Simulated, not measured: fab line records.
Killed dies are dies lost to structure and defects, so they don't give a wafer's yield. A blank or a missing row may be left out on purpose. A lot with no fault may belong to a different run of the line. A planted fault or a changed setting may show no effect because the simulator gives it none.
3 desks looking at one fault -- flow nand_harc -- each desk holds nothing but its own numbers, with what lay behind them at the end

## FROM THE METROLOGY DESK
What the gauges read, lot by lot, whatever tool the lot ran on: means of the sampled wafers that have a number. Marked OUT: a lot whose mean sits more than 4 standard deviations from the usual mean, which makes it out of limits; the brackets give that distance.
Columns: A = thk_nm at NHARC_A_M0_THK_MEAS_24, usual 113.6 nm
lot,first seen here,A
L629,day 23 10:41,111.6
L630,day 23 12:46,113.9
L632,day 23 18:38,114.1
L634,day 24 08:32,112.5
L633,day 24 15:33,112.1
L635,day 26 18:25,111.8
L637,day 26 18:56,112.5
L642,day 28 07:13,114.1
L647,day 30 09:10,111.8
L651,day 31 23:40,115.2
L650,day 32 20:28,113.2
L649,day 33 00:37,113.0
Result from this desk: across the 12 lots, nothing is out of limits.

## THE DEFECT DESK
For each lot, the counts of the inspections along the route, averaged over the sampled wafers that have a number. Marked OUT: a lot whose mean sits more than 4 standard deviations from the usual mean, which makes it out of limits; the brackets give that distance.
Columns: A = raw_defect_count at NHARC_A_BLC_INSPECT_28, usual 525
lot,first seen here,A
L629,day 23 07:23,343
L630,day 23 09:19,517
L632,day 23 15:14,615
L634,day 24 05:08,521
L633,day 24 12:08,499
L635,day 26 14:56,488
L637,day 26 15:40,582
L642,day 28 03:49,543
L647,day 30 05:44,741
L651,day 31 20:15,427
L650,day 32 03:41,565
L649,day 32 21:13,445
Result from this desk: across the 12 lots, nothing is out of limits.

## FOR THE TOOL OWNER'S DESK: ecd_cu-02
The tool's own readings at NHARC_A_M0_ECD_22 (material Cu, target thk 400 nm): means of the sampled wafers that have a number, for each lot that ran on this tool. Marked OUT: a lot whose mean sits more than 4 standard deviations from the usual mean, which makes it out of limits; the brackets give that distance.
Columns: A = bath_heat_duty_pct at NHARC_A_M0_ECD_22, usual 6.5 %
lot,first seen here,A
L629,day 23 09:39,6.7
L630,day 23 11:42,6.2
L632,day 23 17:36,6.3
L633,day 24 14:34,6.7
L637,day 26 17:54,6.7
L647,day 30 08:10,6.4
L650,day 32 19:25,6.1
L649,day 32 23:41,6.6
Result from this desk: across the 8 lots, nothing is out of limits.

## TAKEN TOGETHER
From the metrology desk's view, nothing was out of limits.
Nothing the defect desk looked at was out of limits.
The tool owner's desk saw nothing out of limits.

## WHAT WAS PUT IN BY THE SIMULATOR
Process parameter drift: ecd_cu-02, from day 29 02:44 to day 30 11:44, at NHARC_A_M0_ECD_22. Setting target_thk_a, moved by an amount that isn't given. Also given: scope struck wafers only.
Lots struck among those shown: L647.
